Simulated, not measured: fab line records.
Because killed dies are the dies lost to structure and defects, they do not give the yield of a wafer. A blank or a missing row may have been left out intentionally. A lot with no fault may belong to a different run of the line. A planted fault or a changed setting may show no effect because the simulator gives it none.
Chamber matching | flow nand harc | 3 sister chambers for NHARC_P_M0_PRE_CLEAN_31 on pecvd-02
The step time 12 s. 18 wafers are shown with their chamber, then 9 later ones without.

## EACH WAFER AND ITS CHAMBER
wafer  | chamber | heater power w (W)
L187.1 | 0       | 597
L187.2 | 2       | 602
L187.3 | 1       | 629
L188.1 | 1       | 614
L188.3 | 0       | 617
L188.5 | 2       | 610
L194.1 | 1       | 666
L194.3 | 2       | 597
L194.5 | 2       | 604
L195.1 | 1       | 614
L195.2 | 0       | 617
L195.3 | 2       | 522
L199.1 | 0       | 538
L199.2 | 2       | 590
L199.5 | 2       | 595
L204.2 | 1       | 579
L204.3 | 2       | 619
L204.4 | 0       | 563

SIGNATURES (averages over the wafers above)
reading        | chamber 0 | chamber 1 | chamber 2 | scatter within a chamber
heater power w | 586.40    | 620.40    | 592.38    | 31.7
Rule: a wafer's distance from a chamber is the root of the sum, over the readings, of the square of ((its reading less the chamber's mean) divided by the reading's scatter). If the next closest chamber is less than 2 further off than the closest, the wafer can't be placed; otherwise it belongs to the closest. The scatter: take each reading less its chamber's mean, square it, sum over the shown wafers, divide by the number of wafers less the number of chambers, and take the root.

## WAFERS WITHOUT THEIR CHAMBER
wafer  | heater power w (W)
L206.1 | 637
L206.3 | 608
L206.4 | 602
L207.1 | 515
L207.3 | 586
L207.6 | 567
L209.1 | 587
L209.2 | 661
L209.5 | 596

## WHICH CHAMBER EACH WENT THROUGH
wafer  | from the rows above          | in truth
L206.1 | can't be placed: 1 or 2 or 0 | 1
L206.3 | can't be placed: 1 or 2 or 0 | 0
L206.4 | can't be placed: 2 or 0 or 1 | 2
L207.1 | can't be placed: 0 or 2 or 1 | 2
L207.3 | can't be placed: 0 or 2 or 1 | 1
L207.6 | can't be placed: 0 or 2 or 1 | 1
L209.1 | can't be placed: 0 or 2 or 1 | 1
L209.2 | can't be placed: 1 or 2 or 0 | 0
L209.5 | can't be placed: 2 or 0 or 1 | 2
Correct placement for 0 of the 9. These rows do not allow placing 9 (true chamber among the candidates in 9). 0 placed wrongly.
